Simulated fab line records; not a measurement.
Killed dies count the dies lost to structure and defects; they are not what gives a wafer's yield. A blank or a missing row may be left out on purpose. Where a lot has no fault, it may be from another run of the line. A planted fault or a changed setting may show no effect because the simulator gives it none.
Which tool is to blame? ; flow nand-harc ; 72 wafers from 24 lots sampled at 6 of the route's 1302 steps

== WHAT EACH GAUGE READ, for each wafer ==
The record holds no reading of a measuring or inspecting step that can be judged against a usual standard deviation.

== WHAT TOOL EACH LOT RAN ON (gives the tool, then ch and the chambers of the sampled wafers, and finally the start) ==
lot;NHARC_A_STAIRCASE_ETCH_194;NHARC_A_STAIRCASE_ETCH_201;NHARC_A_STAIRCASE_ETCH_227;NHARC_A_STAIRCASE_TRIM_231;NHARC_A_STAIRCASE_DESCUM_252;NHARC_A_STAIRCASE_ALD_415
L074;rie-diel-07 ch 0,1, day 16 07:29 or earlier;rie-diel-10 ch 1,2, day 16 07:29 or earlier;rie-diel-07 ch 0,2, day 16 07:29 or earlier;rie-diel-04 ch 2,3, day 16 07:29 or earlier;rie-diel-10 ch 1,2, day 16 07:29;ald-hk-02 ch 2,3, day 17 08:35
L075;rie-diel-10 ch 0,1,2, day 16 13:26 or earlier;rie-diel-07 ch 1,2, day 16 13:26 or earlier;rie-diel-10 ch 0,1,2, day 16 13:26 or earlier;rie-diel-10 ch 0,1, day 16 13:26 or earlier;rie-diel-10 ch 0,2, day 16 13:26;ald-hk-01 ch 0,3, day 17 16:27
L077;rie-diel-04 ch 0,2,3, day 17 09:29 or earlier;rie-diel-04 ch 0,2,3, day 17 09:29 or earlier;rie-diel-10 ch 0,1,2, day 17 09:29 or earlier;rie-diel-04 ch 1,2,3, day 17 09:29 or earlier;rie-diel-04 ch 0,1,3, day 17 09:29;ald-hk-03 ch 0,2, day 18 05:05
L076;rie-diel-07 ch 0,1,2, day 17 10:15 or earlier;rie-diel-07 ch 0,1,3, day 17 10:15 or earlier;rie-diel-07 ch 0,1,2, day 17 10:15 or earlier;rie-diel-10 ch 0,2,3, day 17 10:15 or earlier;rie-diel-07 ch 0,1,3, day 17 10:15;ald-hk-02 ch 0,1,3, day 18 05:43
L078;rie-diel-04 ch 0,1,2, day 17 19:35 or earlier;rie-diel-04 ch 0,1,2, day 17 19:35 or earlier;rie-diel-10 ch 0,2, day 17 19:35 or earlier;rie-diel-10 ch 0,1,3, day 17 19:35 or earlier;rie-diel-04 ch 1,2,3, day 17 19:35;ald-hk-01 ch 0,1,3, day 18 13:35
L079;rie-diel-04 ch 0,2,3, day 17 20:13 or earlier;rie-diel-04 ch 0,1,2, day 17 20:13 or earlier;rie-diel-04 ch 0,1,2, day 17 20:13 or earlier;rie-diel-10 ch 0,2,3, day 17 20:13 or earlier;rie-diel-07 ch 1,2,3, day 17 20:13;ald-hk-01 ch 0,2,3, day 18 16:21
L080;rie-diel-07 ch 0,1,2, day 18 11:51 or earlier;rie-diel-10 ch 1,2, day 18 11:51 or earlier;rie-diel-10 ch 0,2,3, day 18 11:51 or earlier;rie-diel-10 ch 0,1,2, day 18 11:51 or earlier;rie-diel-04 ch 0,1, day 18 11:51;ald-hk-01 ch 0,1,3, day 19 10:10
L082;rie-diel-04 ch 0,2,3, day 18 22:49 or earlier;rie-diel-04 ch 1,2,3, day 18 22:49 or earlier;rie-diel-07 ch 0,1, day 18 22:49 or earlier;rie-diel-04 ch 0,1,3, day 18 22:49 or earlier;rie-diel-10 ch 0,1,2, day 18 22:49;ald-hk-02 ch 0,1,3, day 19 21:06
L081;rie-diel-04 ch 0,3, day 19 09:31 or earlier;rie-diel-10 ch 1,2, day 19 09:31 or earlier;rie-diel-10 ch 1,2, day 19 09:31 or earlier;rie-diel-04 ch 0,2,3, day 19 09:31 or earlier;rie-diel-10 ch 1,2,3, day 19 09:31;ald-hk-01 ch 0,1,3, day 20 08:26
L083;rie-diel-04 ch 0,1,2, day 19 21:52 or earlier;rie-diel-04 ch 0,1,3, day 19 21:52 or earlier;rie-diel-04 ch 0,1,3, day 19 21:52 or earlier;rie-diel-04 ch 1,2,3, day 19 21:52 or earlier;rie-diel-10 ch 1,2,3, day 19 21:52;ald-hk-03 ch 0,1,3, day 20 21:47
L084;rie-diel-07 ch 1,2, day 20 07:14 or earlier;rie-diel-07 ch 0,2,3, day 20 07:14 or earlier;rie-diel-07 ch 2,3, day 20 07:14 or earlier;rie-diel-07 ch 0,2, day 20 07:14 or earlier;rie-diel-07 ch 0,2, day 20 07:14;ald-hk-03 ch 0,2, day 21 06:37
L085;rie-diel-04 ch 1,3, day 20 19:32 or earlier;rie-diel-04 ch 0,3, day 20 19:32 or earlier;rie-diel-04 ch 1,2,3, day 20 19:32 or earlier;rie-diel-10 ch 0,1, day 20 19:32 or earlier;rie-diel-04 ch 1,2,3, day 20 19:32;ald-hk-02 ch 1,2,3, day 21 15:40
L086;rie-diel-04 ch 1,3, day 21 00:59 or earlier;rie-diel-10 ch 0,1,2, day 21 00:59 or earlier;rie-diel-04 ch 0,1,3, day 21 00:59 or earlier;rie-diel-04 ch 1,3, day 21 00:59 or earlier;rie-diel-07 ch 0,2,3, day 21 00:59;ald-hk-02 ch 1,2,3, day 21 18:19
L087;rie-diel-07 ch 1,2,3, day 21 21:03 or earlier;rie-diel-07 ch 2,3, day 21 21:03 or earlier;rie-diel-07 ch 1,2,3, day 21 21:03 or earlier;rie-diel-07 ch 0,1,2, day 21 21:03 or earlier;rie-diel-10 ch 1,3, day 21 21:03;ald-hk-01 ch 0,3, day 22 14:46
L089;rie-diel-04 ch 0,1,2, day 22 07:58 or earlier;rie-diel-04 ch 0,1,2, day 22 07:58 or earlier;rie-diel-10 ch 0,2,3, day 22 07:58 or earlier;rie-diel-10 ch 1,2,3, day 22 07:58 or earlier;rie-diel-04 ch 0,1,3, day 22 07:58;ald-hk-01 ch 1,2,3, day 23 03:04
L088;rie-diel-10 ch 0,2, day 22 08:58 or earlier;rie-diel-07 ch 1,2,3, day 22 08:58 or earlier;rie-diel-07 ch 0,3, day 22 08:58 or earlier;rie-diel-07 ch 0,2,3, day 22 08:58 or earlier;rie-diel-04 ch 2,3, day 22 08:58;ald-hk-03 ch 0,2,3, day 23 04:34
L090;rie-diel-04 ch 0,3, day 23 01:13 or earlier;rie-diel-04 ch 0,1, day 23 01:13 or earlier;rie-diel-07 ch 0,3, day 23 01:13 or earlier;rie-diel-07 ch 0,1, day 23 01:13 or earlier;rie-diel-04 ch 0,1, day 23 01:13;ald-hk-03 ch 0,2,3, day 23 22:34
L091;rie-diel-10 ch 0,1,3, day 23 05:05;rie-diel-10 ch 0,1,3, day 23 14:33 or earlier;rie-diel-10 ch 1,3, day 23 14:33 or earlier;rie-diel-10 ch 2,3, day 23 14:33 or earlier;rie-diel-04 ch 0,1,3, day 23 14:33;ald-hk-01 ch 0,1,2, day 24 08:44
L092;rie-diel-10 ch 1,3, day 23 13:44 or earlier;rie-diel-07 ch 1,2, day 23 13:44 or earlier;rie-diel-07 ch 0,1,2, day 23 13:44 or earlier;rie-diel-07 ch 0,1, day 23 13:44 or earlier;rie-diel-04 ch 1,3, day 23 13:44;ald-hk-03 ch 1,2,3, day 24 07:58
L094;rie-diel-04 ch 0,1,2, day 24 07:14 or earlier;rie-diel-04 ch 0,1,2, day 24 07:14 or earlier;rie-diel-10 ch 0,1, day 24 07:14 or earlier;rie-diel-07 ch 0,3, day 24 07:14 or earlier;rie-diel-04 ch 2,3, day 24 07:14;ald-hk-03 ch 1,2, day 25 03:22
L093;rie-diel-10 ch 0,1, day 24 08:13 or earlier;rie-diel-04 ch 0,3, day 24 08:13 or earlier;rie-diel-04 ch 0,3, day 24 08:13 or earlier;rie-diel-04 ch 1,2,3, day 24 08:13 or earlier;rie-diel-04 ch 1,2,3, day 24 08:13;ald-hk-02 ch 1,2,3, day 25 05:55
L096;rie-diel-10 ch 0,1,3, day 25 03:48 or earlier;rie-diel-10 ch 1,2,3, day 25 03:48 or earlier;rie-diel-10 ch 0,2,3, day 25 03:48 or earlier;rie-diel-04 ch 0,2,3, day 25 03:48 or earlier;rie-diel-10 ch 0,2,3, day 25 03:48;ald-hk-03 ch 1,2,3, day 26 00:06
L095;rie-diel-10 ch 0,3, day 25 07:54 or earlier;rie-diel-10 ch 2,3, day 25 07:54 or earlier;rie-diel-10 ch 0,2,3, day 25 07:54 or earlier;rie-diel-07 ch 0,2,3, day 25 07:54 or earlier;rie-diel-10 ch 2,3, day 25 07:54;ald-hk-01 ch 0,1, day 26 10:50
L097;rie-diel-07 ch 2,3, day 26 07:11 or earlier;rie-diel-07 ch 0,3, day 26 07:11 or earlier;rie-diel-04 ch 0,2,3, day 26 07:11 or earlier;rie-diel-07 ch 0,2, day 26 07:11 or earlier;rie-diel-07 ch 0,2,3, day 26 07:11;ald-hk-02 ch 0,2, day 27 06:21
- NHARC_A_STAIRCASE_ETCH_194: etches the open film in C4F8/O2, target depth 100 nm, time 40.5 s.
- NHARC_A_STAIRCASE_ETCH_201: etches the open film in C4F8/O2, target depth 100 nm, time 40.5 s.
- NHARC_A_STAIRCASE_ETCH_227: etches the open film in C4F8/O2, target depth 100 nm, time 40.5 s.
- NHARC_A_STAIRCASE_TRIM_231: chemistry O2, time 211.2 s.
- NHARC_A_STAIRCASE_DESCUM_252: chemistry O2, time 3 s.
- NHARC_A_STAIRCASE_ALD_415: deposits SiO2, target thk 30 nm, pulse time 6 s, ald cycles 300.

== AS READ BY THE TOOLS THEMSELVES (means over the sampled wafers that have a number; for cases with no such wafer, the mark the record gives instead) ==
NHARC_A_STAIRCASE_ETCH_194. Usual: oes-product-au 0.943 a.u., standard deviation 0.0089; rf-vpp-V 894 V, standard deviation 5.4.
lot;tool;oes-product-au (a.u.);rf-vpp-V (V);flag
L074;rie-diel-07;0.948;900;
L075;rie-diel-10;0.943;892;
L077;rie-diel-04;0.939;899;
L076;rie-diel-07;0.943;897;
L078;rie-diel-04;0.944;896;
L079;rie-diel-04;0.939;899;
L080;rie-diel-07;0.934;897;
L082;rie-diel-04;0.948;898;
L081;rie-diel-04;0.941;902;
L083;rie-diel-04;0.944;894;
L084;rie-diel-07;0.945;893;
L085;rie-diel-04;0.951;891;
L086;rie-diel-04;0.944;891;
L087;rie-diel-07;0.941;893;
L089;rie-diel-04;0.949;895;
L088;rie-diel-10;0.944;893;
L090;rie-diel-04;0.945;902;
L091;rie-diel-10;0.935;892;
L092;rie-diel-10;0.932;891;
L094;rie-diel-04;0.955;894;
L093;rie-diel-10;0.936;892;
L096;rie-diel-10;0.943;891;
L095;rie-diel-10;0.951;893;
L097;rie-diel-07;0.929;892;

NHARC_A_STAIRCASE_ETCH_201. Usual: oes-product-au 0.946 a.u., standard deviation 0.0099; rf-vpp-V 894 V, standard deviation 5.3.
lot;tool;oes-product-au (a.u.);rf-vpp-V (V);flag
L074;rie-diel-10;0.948;891;
L075;rie-diel-07;0.947;894;
L077;rie-diel-04;0.945;898;
L076;rie-diel-07;0.947;896;
L078;rie-diel-04;0.939;895;
L079;rie-diel-04;0.943;894;
L080;rie-diel-10;0.950;891;
L082;rie-diel-04;0.929;893;
L081;rie-diel-10;0.946;890;
L083;rie-diel-04;0.939;896;
L084;rie-diel-07;0.958;896;
L085;rie-diel-04;0.944;902;
L086;rie-diel-10;0.943;891;
L087;rie-diel-07;0.946;893;
L089;rie-diel-04;0.942;895;
L088;rie-diel-07;0.953;892;
L090;rie-diel-04;0.947;892;
L091;rie-diel-10;0.943;892;
L092;rie-diel-07;0.941;893;
L094;rie-diel-04;0.943;894;
L093;rie-diel-04;0.957;901;
L096;rie-diel-10;0.941;889;
L095;rie-diel-10;0.946;889;
L097;rie-diel-07;0.949;894;

NHARC_A_STAIRCASE_ETCH_227. Usual: oes-product-au 0.944 a.u., standard deviation 0.0081; rf-vpp-V 894 V, standard deviation 4.9.
lot;tool;oes-product-au (a.u.);rf-vpp-V (V);flag
L074;rie-diel-07;0.943;900;
L075;rie-diel-10;0.940;892;
L077;rie-diel-10;0.948;892;
L076;rie-diel-07;0.944;896;
L078;rie-diel-10;0.939;891;
L079;rie-diel-04;0.954;895;
L080;rie-diel-10;0.951;893;
L082;rie-diel-07;0.945;899;
L081;rie-diel-10;0.946;890;
L083;rie-diel-04;0.939;896;
L084;rie-diel-07;0.946;893;
L085;rie-diel-04;0.953;893;
L086;rie-diel-04;0.946;896;
L087;rie-diel-07;0.943;893;
L089;rie-diel-10;0.940;892;
L088;rie-diel-07;0.950;895;
L090;rie-diel-07;0.940;894;
L091;rie-diel-10;0.940;891;
L092;rie-diel-07;0.943;896;
L094;rie-diel-10;0.936;893;
L093;rie-diel-04;0.941;901;
L096;rie-diel-10;0.941;891;
L095;rie-diel-10;0.944;890;
L097;rie-diel-04;0.945;897;

NHARC_A_STAIRCASE_TRIM_231. Usual: drypump-motor-current-A 5.8 A, standard deviation 0.52; oes-product-au 1.001 a.u., standard deviation 0.0066; rf-vpp-V 57.6 V, standard deviation 0.84; showerhead-plenum-p-Torr 3.47 Torr, standard deviation 0.13; throttle-valve-pct 17.036 %, standard deviation 0.0099.
lot;tool;drypump-motor-current-A (A);oes-product-au (a.u.);rf-vpp-V (V);showerhead-plenum-p-Torr (Torr);throttle-valve-pct (%);flag
L074;rie-diel-04;5.9;1.005;57.8;3.51;17.029;
L075;rie-diel-10;5.9;1.001;57.3;3.50;17.033;
L077;rie-diel-04;5.7;1.006;57.4;3.45;17.032;
L076;rie-diel-10;5.9;1.004;57.7;3.43;17.024;
L078;rie-diel-10;5.7;1.008;58.1;3.45;17.039;
L079;rie-diel-10;5.9;1.008;57.3;3.42;17.049;
L080;rie-diel-10;5.8;1.001;56.8;3.42;17.036;
L082;rie-diel-04;5.2;0.989;58.2;3.55;17.028;
L081;rie-diel-04;5.6;0.998;58.2;3.60;17.037;
L083;rie-diel-04;5.6;1.000;58.1;3.45;17.027;
L084;rie-diel-07;6.3;1.006;57.7;3.63;17.041;
L085;rie-diel-10;5.9;1.003;57.9;3.48;17.036;
L086;rie-diel-04;5.8;0.998;57.6;3.49;17.034;
L087;rie-diel-07;6.0;0.992;58.0;3.54;17.039;
L089;rie-diel-10;5.6;0.997;57.6;3.37;17.042;
L088;rie-diel-07;6.2;0.994;57.6;3.52;17.039;
L090;rie-diel-07;6.2;1.006;56.9;3.61;17.041;
L091;rie-diel-10;5.7;0.999;57.1;3.36;17.043;
L092;rie-diel-07;6.2;1.006;57.9;3.61;17.039;
L094;rie-diel-07;6.3;1.005;58.1;3.48;17.029;
L093;rie-diel-04;5.6;1.001;57.3;3.43;17.040;
L096;rie-diel-04;5.6;1.004;58.1;3.57;17.033;
L095;rie-diel-07;6.2;0.998;57.3;3.51;17.038;
L097;rie-diel-07;6.1;0.996;56.5;3.54;17.041;

NHARC_A_STAIRCASE_DESCUM_252. Usual: drypump-motor-current-A 5.6 A, standard deviation 0.58; oes-product-au 1.002 a.u., standard deviation 0.0078; rf-vpp-V 57.7 V, standard deviation 0.9; showerhead-plenum-p-Torr 1.89 Torr, standard deviation 0.085; throttle-valve-pct 11.310 %, standard deviation 0.0091.
lot;tool;drypump-motor-current-A (A);oes-product-au (a.u.);rf-vpp-V (V);showerhead-plenum-p-Torr (Torr);throttle-valve-pct (%);flag
L074;rie-diel-10;5.5;1.010;57.5;1.83;11.317;
L075;rie-diel-10;6.2;1.006;57.8;1.88;11.310;
L077;rie-diel-04;5.2;1.001;58.2;1.93;11.300;
L076;rie-diel-07;6.1;1.004;56.9;1.91;11.302;
L078;rie-diel-04;5.6;1.001;57.5;1.87;11.304;
L079;rie-diel-07;5.9;1.002;57.4;1.87;11.305;
L080;rie-diel-04;4.7;0.995;58.5;1.96;11.307;
L082;rie-diel-10;5.8;0.998;57.3;1.86;11.312;
L081;rie-diel-10;5.5;1.003;57.1;1.83;11.304;
L083;rie-diel-10;5.6;1.005;57.4;1.83;11.302;
L084;rie-diel-07;6.1;0.996;57.8;1.93;11.298;
L085;rie-diel-04;5.6;1.001;57.0;1.86;11.305;
L086;rie-diel-07;6.2;0.996;57.8;1.91;11.300;
L087;rie-diel-10;5.4;1.001;57.6;1.83;11.311;
L089;rie-diel-04;5.2;0.993;57.4;1.92;11.319;
L088;rie-diel-04;6.1;1.005;57.8;1.91;11.305;
L090;rie-diel-04;4.8;0.997;57.9;1.87;11.309;
L091;rie-diel-04;5.2;1.016;57.9;1.92;11.313;
L092;rie-diel-04;5.8;1.004;57.6;1.89;11.304;
L094;rie-diel-04;6.0;0.998;57.4;1.91;11.312;
L093;rie-diel-04;5.6;1.012;57.8;1.85;11.307;
L096;rie-diel-10;5.9;0.997;57.6;1.84;11.317;
L095;rie-diel-10;5.7;1.005;57.1;1.81;11.313;
L097;rie-diel-07;6.2;0.996;57.9;1.90;11.307;

NHARC_A_STAIRCASE_ALD_415. Usual: heater-power-outer-w 266 W, standard deviation 30; heater-power-w 478 W, standard deviation 45; precursor-pulse-height-rel 0.999, standard deviation 0.019.
lot;tool;heater-power-outer-w (W);heater-power-w (W);precursor-pulse-height-rel;flag
L074;ald-hk-02;272;507;0.998;
L075;ald-hk-01;248;456;1.004;
L077;ald-hk-03;252;460;1.022;
L076;ald-hk-02;271;472;1.005;
L078;ald-hk-01;272;490;0.996;
L079;ald-hk-01;243;450;0.994;
L080;ald-hk-01;269;486;0.987;
L082;ald-hk-02;270;472;0.974;
L081;ald-hk-01;273;497;1.009;
L083;ald-hk-03;262;460;0.994;
L084;ald-hk-03;263;489;0.993;
L085;ald-hk-02;264;484;1.002;
L086;ald-hk-02;263;480;0.991;
L087;ald-hk-01;243;445;1.001;
L089;ald-hk-01;276;487;1.001;
L088;ald-hk-03;249;456;1.026;
L090;ald-hk-03;248;461;0.989;
L091;ald-hk-01;269;489;0.980;
L092;ald-hk-03;277;487;1.020;
L094;ald-hk-03;307;531;0.979;
L093;ald-hk-02;256;474;1.005;
L096;ald-hk-03;282;489;1.014;
L095;ald-hk-01;285;528;0.990;
L097;ald-hk-02;288;510;1.011;

== THE ANSWER, worked out from the rows above alone ==
Rule: lot off if the mean of its wafers having a number is beyond 3 standard deviations from the usual mean. A lot without any number at a reading at which 4 lots or more have one is off too. The other lots that the step has rows for count as sound. After the gauges, taken in route order, come the tools' own readings; for these a lot's mean is taken, as printed above. At the first step where some lot is off, the reading lying furthest off is the one used; lots without a number count as furthest.
Across all readings shown, no lot is off: no conclusion can be drawn from this.

== WHAT THE SIMULATOR HAD PUT IN ==
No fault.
